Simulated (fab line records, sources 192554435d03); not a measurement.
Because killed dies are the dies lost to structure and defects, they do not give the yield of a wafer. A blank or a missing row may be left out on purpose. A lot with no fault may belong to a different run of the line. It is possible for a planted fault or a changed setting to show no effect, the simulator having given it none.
fab line records :: flow n5-finfet
record:
  lots: 3
  wafers: 9
  last-day: 15
route steps=1938 shown BEOL_M8@1389 BEOL_M9@1401 PASSIVATION@1936
lots untouched by any fault: they come from a run of this same line in which no faults occurred
start-h: start of the lot's first displayed wafer, in hours after the record's first day :: wait-h: hours since the lot's step before :: " the same as in the row above :: L1.1+2: a single row standing in for several wafers :: - no value present, or no start provided :: * or withheld: withheld :: < > ~ a bound
route shown NAME@n: a module of which the file shows steps, and the number in the route of the first :: usual: mean/standard deviation of fault-free wafers :: same: alike in all rows :: chamber/n: place in a boat :: sites: readings site by site :: _std_site: how widely they spread, as a standard deviation :: _edge_site: the outer-site mean with the inner-site mean subtracted :: radius-mm: how far each site lies from the wafer's centre :: mask NAME#n: copy n :: behind: tool/chamber where the wafer was last shaped :: hold: the reason the lot was held/the length of the hold in hours/how it ended :: device: names the non-switching transistor (n, p or np) :: end of line: the route-end tests of the same wafers :: where a step has no rows: the recipe by itself :: killed: dies that structure and defects cost at the first sort, which is not the same as the wafer's yield :: map: per-die view of a wafer (x killed, . not killed, _ where there is no die)
set.NAME: the run value of the setting; set.NAME@STEP: its run value at that earlier step :: model.NAME: the simulator's own value behind a step, which no gauge read
a table for each step, a row for each wafer; lots at some steps of the route
services: from which hour (start-h, from the record's first day; less than 0 if before it) a tool's chamber was out of use, for how many hours, and why
== steps ==
step: N5_BEOL_M8_ALD_77
recipe:
  material: TaN
  target-thk-a: 20
  temp-c: 275
  ald-precursor-family: PDMAT
  ald-co-reactant: NH3
  pressure-torr: 3
  carrier-flow-sccm: 1500
  pulse-time-s: 2
  purge-time-s: 3
  co-reactant-purge-time-s: 2
  co-reactant-pulse-time-s: 3
  ald-cycles: 40
  precursor-vessel-temp-c: 75
  precursor-vessel-pressure-torr: 26.25
  precursor-vessel-carrier-sccm: 1000
step: N5_BEOL_M8_SURFACE_TREAT_79
recipe:
  gas: Ar
  time-s: *
  ion-energy-ev: *
  ion-current-ma-cm2: 0.5
  pressure-mtorr: *
  ar-flow-sccm: 30
step: N5_BEOL_M8_CVD_78
recipe:
  material: Co
  target-thk-a: 20
  temp-c: withheld
  precursor: CCTBA/H2
  pressure-torr: 30
  time-s: 142.3
step: N5_BEOL_M8_SPUTTER_48
recipe:
  material: Cu
  target-thk-a: 100
  temp-c: -20
  bias-v: 60
  power-w: 26000
  chamber-pressure-pa: 0.13
  time-s: 1.667
step: N5_BEOL_M8_ECD_50
recipe:
  material: Cu
  target-thk-a: 3000
step: N5_BEOL_M8_ANNEAL_51
recipe:
  temp-c: 225
  time-s: 90
  ambient: N2
step: N5_BEOL_M8_CMP_52
recipe:
  stop-on: SiCOH_lowk
  t-overpolish-s: 6.9
  down-force-psi: 1
  platen-rpm: 50
  clearing-platen-down-force-psi: 1.5
  clearing-platen-rpm: 50
  post-cmp-clean: cu-alkaline
  target-thk-nm: 80
  clearing-platen-pad-velocity-m-s: 0.99484
  pad-velocity-m-s: 0.99484
step: N5_BEOL_M8_PRE_CLEAN_55
recipe:
  gas: NH3
  time-s: 15
  temp-c: withheld
  rf-power-w: 300
step: N5_BEOL_M8_DEP_56
recipe:
  material: SiCN
  target-thk-a: 100
  temp-c: withheld
  precursor: 3MS/NH3
  pressure-torr: 3
  rf-w: 202
  time-s: 17.5
step: N5_BEOL_M9_ILD_DEP_00
recipe:
  material: SiCOH_lowk
  target-thk-a: 3085.1
  temp-c: 300
  precursor: DEMS/porogen
  pressure-torr: 5
  rf-w: 500
  time-s: 58
usual:
  heater-power-w: 337/55
  showerhead-plenum-p-Torr: 5.742/0.022
  throttle-valve-pct: 13.5/0.74
lot.wafer: L424.1
tool: pecvd-03
chamber: 1
start-h: 236.68
wait-h: 0.0
heater-power-w: 413
showerhead-plenum-p-Torr: 5.765
throttle-valve-pct: 14.2

lot.wafer: L424.2
tool: pecvd-03
chamber: 0
start-h: 236.68
wait-h: 0.0
heater-power-w: 302
showerhead-plenum-p-Torr: 5.767
throttle-valve-pct: 13.1

lot.wafer: L424.5
tool: pecvd-03
chamber: 2
start-h: 236.68
wait-h: 0.0
heater-power-w: 272
showerhead-plenum-p-Torr: 5.741
throttle-valve-pct: 13.2

lot.wafer: L429.2
tool: pecvd-03
chamber: 1
start-h: 261.25
wait-h: 0.0
heater-power-w: 390
showerhead-plenum-p-Torr: 5.766
throttle-valve-pct: 14.1

lot.wafer: L429.4
tool: pecvd-03
chamber: 1
start-h: 261.25
wait-h: 0.0
heater-power-w: 394
showerhead-plenum-p-Torr: 5.760
throttle-valve-pct: 13.9

lot.wafer: L429.6
tool: pecvd-03
chamber: 0
start-h: 261.25
wait-h: 0.0
heater-power-w: 335
showerhead-plenum-p-Torr: 5.731
throttle-valve-pct: 13.0

lot.wafer: L437.1
tool: pecvd-01
chamber: 0
start-h: 301.13
wait-h: 0.0
heater-power-w: 342
showerhead-plenum-p-Torr: 5.759
throttle-valve-pct: 13.9

lot.wafer: L437.2
tool: pecvd-01
chamber: 1
start-h: 301.13
wait-h: 0.0
heater-power-w: 416
showerhead-plenum-p-Torr: 5.729
throttle-valve-pct: 13.6

lot.wafer: L437.4
tool: pecvd-01
chamber: 0
start-h: 301.13
wait-h: 0.0
heater-power-w: 353
showerhead-plenum-p-Torr: 5.762
throttle-valve-pct: 13.9
step: N5_BEOL_M9_CURE_71
recipe:
  temp-c: 385
  time-s: 240
  ambient: He/Ar
  material: SiCOH_lowk
step: N5_BEOL_M9_PECVD_70
recipe:
  material: SiO2
  target-thk-a: 200
  temp-c: 400
  precursor: TEOS/O2
  pressure-torr: 5.5
  rf-w: 450
  teos-flow-sccm: 53.8
  gas: O2
  flow-sccm: 3000
  time-s: 22.7
step: N5_BEOL_M9_HM_DEP_02
recipe:
  material: TiN
  target-thk-a: 200
  temp-c: 25
  chamber-pressure-pa: 0.49996
step: N5_BEOL_M9_COAT_59
recipe:
  resist: SOC
  temp-c: 250
  time-s: 60
  spin-rpm: 1500
  resist-thk-nm: 100
step: N5_BEOL_M9_COAT_60
recipe:
  resist: SiARC
  temp-c: 220
  time-s: 60
  spin-rpm: 1500
  resist-thk-nm: 30
step: N5_BEOL_M9_COAT_05
recipe:
  resist: CAR-ArF
  spin-rpm: 1500
  resist-thk-nm: 90
step: N5_BEOL_M9_EBR_07
recipe:
  solvent: PGMEA
  ebr-width-mm: 1.5
step: N5_BEOL_M9_SOFTBAKE_06
recipe:
  temp-c: 110
  time-s: 60
  resist: CAR-ArF
step: N5_BEOL_M9_EXPOSE_08
recipe:
  mask-id: M9
  na: 1.35
  source-shape: dipole
  sigma-inner: 0.411
  sigma-outer: 0.611
  polarization: te
  dose-mj: 53.75
step: N5_BEOL_M9_PEB_09
recipe:
  peb-temp-c: withheld
  peb-time-s: 60
  resist: CAR-ArF
step: N5_BEOL_M9_DEVELOP_10
recipe:
  develop-time-s: 30
  developer: TMAH
  resist: CAR-ArF
  rinse-liquid: diw
  dry: air-spin
  dev-temp-c: 23
step: N5_BEOL_M9_DESCUM_16
recipe:
  chemistry: O2
  time-s: 7.9
  source-power-w: 50
  bias-power-w: 20
  pressure-mtorr: 20
  rf-frequency-hz: 2.712e+07
  temp-c: 40
  resist: CAR-ArF
  o2-flow-sccm: 225
step: N5_BEOL_M9_ETCH_61
recipe:
  chemistry: CF4
  target: SiARC
  target-depth-a: 390
  mask-material: CAR-ArF
  time-s: 65
  ion-energy-ev: 80
  pressure-mtorr: 40
  source-w: 545
  bias-w: 36
  Ar_flow_sccm: 100
  cf4-flow-sccm: 100
  ends: cleared
step: N5_BEOL_M9_ETCH_62
recipe:
  chemistry: N2/H2
  target: SOC
  target-depth-a: 1100
  overetch-a: 220
  mask-material: SiARC
  temp-c: 40
  time-s: 165
  ion-energy-ev: 200
  pressure-mtorr: 30
  source-w: 840
  bias-w: 150
  n2-flow-sccm: 200
  h2-flow-sccm: 200
step: N5_BEOL_M9_STRIP_68
recipe:
  chemistry: N2/H2
  temp-c: 40
  n2-flow-sccm: 200
  h2-flow-sccm: 200
  rf-frequency-hz: 6e+07
step: N5_BEOL_M9_STRIP_67
recipe:
  chemistry: CF4
  resist: SiARC
  power-w: 300
  bias-power-w: 75
  pressure-mtorr: 50
  cf4-flow-sccm: 150
  rf-frequency-hz: 6e+07
step: N5_BEOL_M9_HM_OPEN_17
recipe:
  chemistry: Cl2/BCl3
  target-depth-a: 200
  overetch-a: 60
  target: TiN
  mask-material: SOC
  ion-energy-ev: 150
  pressure-mtorr: 10
  icp-w: 1000
  bias-w: 126
  Cl2_flow_sccm: 53.25
  bcl3-flow-sccm: 21.75
  Ar_flow_sccm: 25
step: N5_BEOL_M9_STRIP_19
recipe:
  chemistry: O2
  power-w: 400
  temp-c: 40
  pressure-mtorr: 30
  rf-frequency-hz: 6e+07
  bias-power-w: 0
  overash-fraction: 0.2
  o2-flow-sccm: 225
step: N5_BEOL_M9_COAT_63
recipe:
  resist: SOC
  temp-c: 250
  time-s: 60
  spin-rpm: 1500
  resist-thk-nm: 60
step: N5_BEOL_M9_COAT_64
recipe:
  resist: SiARC
  temp-c: 220
  time-s: 60
  spin-rpm: 1500
  resist-thk-nm: 12
step: N5_BEOL_M9_COAT_75
recipe:
  resist: underlayer
  temp-c: 205
  time-s: 60
  spin-rpm: 1500
  resist-thk-nm: 5
step: N5_BEOL_M9_COAT_22
recipe:
  resist: CAR-EUV
  spin-rpm: 1500
  resist-thk-nm: 30
step: N5_BEOL_M9_EBR_24
recipe:
  solvent: PGMEA
  ebr-width-mm: 1.5
step: N5_BEOL_M9_SOFTBAKE_23
recipe:
  temp-c: 110
  time-s: 60
  resist: CAR-EUV
step: N5_BEOL_M9_INSPECT_30
recipe:
  mode: adi
  inspect-instrument: brightfield
usual:
  raw-defect-count: 414/110
lot.wafer: L424.1
tool: defect-inspect-01
chamber: -
start-h: 240.57
wait-h: 0.1
raw-defect-count: 290

lot.wafer: L424.2
tool: defect-inspect-01
chamber: -
start-h: 240.57
wait-h: 0.1
raw-defect-count: 402

lot.wafer: L424.5
tool: defect-inspect-01
chamber: -
start-h: 240.57
wait-h: 0.1
raw-defect-count: 245

lot.wafer: L429.2
tool: defect-inspect-02
chamber: -
start-h: 265.45
wait-h: 0.0
raw-defect-count: 757

lot.wafer: L429.4
tool: defect-inspect-02
chamber: -
start-h: 265.45
wait-h: 0.0
raw-defect-count: 664

lot.wafer: L429.6
tool: defect-inspect-02
chamber: -
start-h: 265.45
wait-h: 0.0
raw-defect-count: 492

lot.wafer: L437.1
tool: defect-inspect-02
chamber: -
start-h: 304.59
wait-h: 0.1
raw-defect-count: 279

lot.wafer: L437.2
tool: defect-inspect-02
chamber: -
start-h: 304.59
wait-h: 0.1
raw-defect-count: 239

lot.wafer: L437.4
tool: defect-inspect-02
chamber: -
start-h: 304.59
wait-h: 0.1
raw-defect-count: 267
step: N5_PASSIVATION_PROBE_49
usual:
  defect-limited-yield: 91.4/1.6
  killed_at_M0_to_M3: 35/10
  killed_at_M4_up: 12/4.7
  killed-at-contacts: 12/5.8
  killed-at-front-end: 38/12
  killed-at-other: 4/3.2
  killed-dies: 102/18
  killed-on-rim: 13/4.2
  killed-open: 68/14
  killed-short: 32/8
  sort_bin_5_function: 5.1/0.96
  sort_bin_6_memory: 3.2/0.77
  sort-n-pass: 1078/20
  sort-yield-pct: 91.3/1.7
same:
  gross-dies: 1180
  killed-at-back-side: 0
  sort_bin_4_leakage[%]: 0
  sort_bin_8_speed[%]: 0
lot.wafer: L429.2
tool: prober-02
chamber: -
start-h: 325.64
wait-h: 0.1
defect-limited-yield[%]: 83.5
killed_at_M0_to_M3: 40
killed_at_M4_up: 57
killed-at-contacts: 29
killed-at-front-end: 69
killed-at-other: 0
killed-dies: 195
killed-on-rim: 33
killed-open: 98
killed-short: 46
sort_bin_5_function[%]: 10.8
sort_bin_6_memory[%]: 4.4
sort-n-pass: 985
sort-yield-pct[%]: 83.5

lot.wafer: L429.4
tool: prober-02
chamber: -
start-h: 325.74
wait-h: 0.2
defect-limited-yield[%]: 87.9
killed_at_M0_to_M3: 31
killed_at_M4_up: 64
killed-at-contacts: 7
killed-at-front-end: 37
killed-at-other: 4
killed-dies: 143
killed-on-rim: 24
killed-open: 61
killed-short: 29
sort_bin_5_function[%]: 7.0
sort_bin_6_memory[%]: 3.6
sort-n-pass: 1037
sort-yield-pct[%]: 87.9
killed by level:class
L429.2 BEOL_M9:unspecified=51 STI_FIN_REVEAL:geometric-particle:open=28 MOL_CONTACT_COAG:geometric-particle:open=25 BEOL_M0_SAQP:geometric-particle:short=12 FIN_SAQP:geometric-particle:short=10 FIN_SAQP:geometric-particle:open=9 BEOL_M0_SAQP:geometric-particle:open=9 BEOL_M3:geometric-particle:open=8
L429.4 BEOL_M9:unspecified=53 STI_FIN_REVEAL:geometric-particle:open=13 BEOL_M0_SAQP:geometric-particle:short=8 BEOL_M3:geometric-particle:open=8 BEOL_M0_SAQP:geometric-particle:open=7 FIN_SAQP:geometric-particle:short=6 MOL_CONTACT_COAG:geometric-particle:open=6 BEOL_M2:geometric-particle:open=5
map L429.2 (x killed, . not)
_________________......xx....________________
______________..............x..x_____________
___________.x..........x.......xxxx__________
__________.......x........x..xxxxxxx_________
________.....x..x..x...x.......xxxxxxx_______
_______..x...xx..........x....xxxxxxxxx______
______......xx....x.......x..xxxxxxxxxxx_____
_____........................xx.xxxxxxx..____
____....x............x...x....x..xxxxx...x___
___.......x.x..x.xx.....x.x.......x.x......__
___......x.............................x...__
__.............x..........x...x.....xx....xx_
__..........x..x....x...............xxx..x.._
_.x.......x..................................
_...........x...xx................x..........
_..x......x..x....x........x.....x.....x..x..
_.....x...x.........x.x.....xx..x............
_.........x...................x.....x....x...
_.x.x...........x...x..x...........x........x
_.....x....xx....x....x.......xx......x.x.x..
_...........x..............x...x.......x.xx..
__...xx.x...x..xx........x.................._
__.........xx....x.............xx..........x_
___x....................x.....x..x...x.....__
___.x.................x............x.......__
____.......x....x..x.........x......x.....___
_____..x...x.............................____
______.................................._____
_______....x..............x...x..xx....______
________.x...........x..............x._______
__________..............x......x...._________
___________...x.................x..__________
______________....xx............_____________
_________________x.....xx....________________
map L424.5 (x killed, . not)
_________________.x.x........________________
______________...x.......x......_____________
___________.............x..........__________
__________x....x...................._________
________........x..x............x....._______
_______.......x.x....x.................______
______.................................._____
_____..........x.....x.x.............x.x.____
____..............x..................x....___
___.........x....x.x..............x..x.....__
___.x...............x..x...........xxx.....__
__.x.............x......x...x....x..x..x...._
__......x...........x.........x........x...._
_...x....................x..x.....x...x......
_.......x.........x..............x..x..x.....
_.......x......x..........................x..
_....x...............xx..........x......x....
_.....x..x...x.x................x........x...
_x..............x.....x......................
_....x....x......x.....xx...............x....
_..........x.............x............x......
__.........x............x........x.........._
__................x.............x..........._
___x......x.x........................x.x...__
___.x......x...........x.....x.........xxx.__
____......................x...........x...___
_____.......................x...x........____
______...........x......x.x......x......_____
_______...xxxx...x.......x..x.......xx.______
________.x......x......x....x........._______
__________.......x.................._________
___________.......x.....x...x......__________
______________..........x......._____________
_________________............________________
== services ==
tool: pecvd-01
chamber: 1
start-h: 233.27
hours: 5.5
kind: scheduled-down

tool: pecvd-01
chamber: 0
start-h: 279.00
hours: 2.1
kind: scheduled-down

tool: pecvd-01
chamber: -
start-h: 297.19
hours: 1.4
kind: repair
== key ==
first-sign:
  step: N5_BEOL_M9_INSPECT_30
  reading: raw-defect-count
  direction: up
  sigmas: 2.6
  usual: 414
  struck: 710
effect:
  step: N5_PASSIVATION_PROBE_49
  reading: killed_at_M4_up
  direction: up
  sigmas: 10
  usual: 12
  struck: 60
more-kills-born-at:
  N5_BEOL_M9_ILD_DEP_00@pecvd-03: 104
met-at N5_BEOL_M9_ILD_DEP_00
struck-wafers L429.2,L429.4
onset-between 236.68 261.25
fault:
  kind: chamber-particle-source
  tool: pecvd-03
  chamber: 1
  onset-h: 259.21
  steps: N5_BEOL_M9_ILD_DEP_00
  rate-per-visit-cm2: 0.42504
  end-h: 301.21
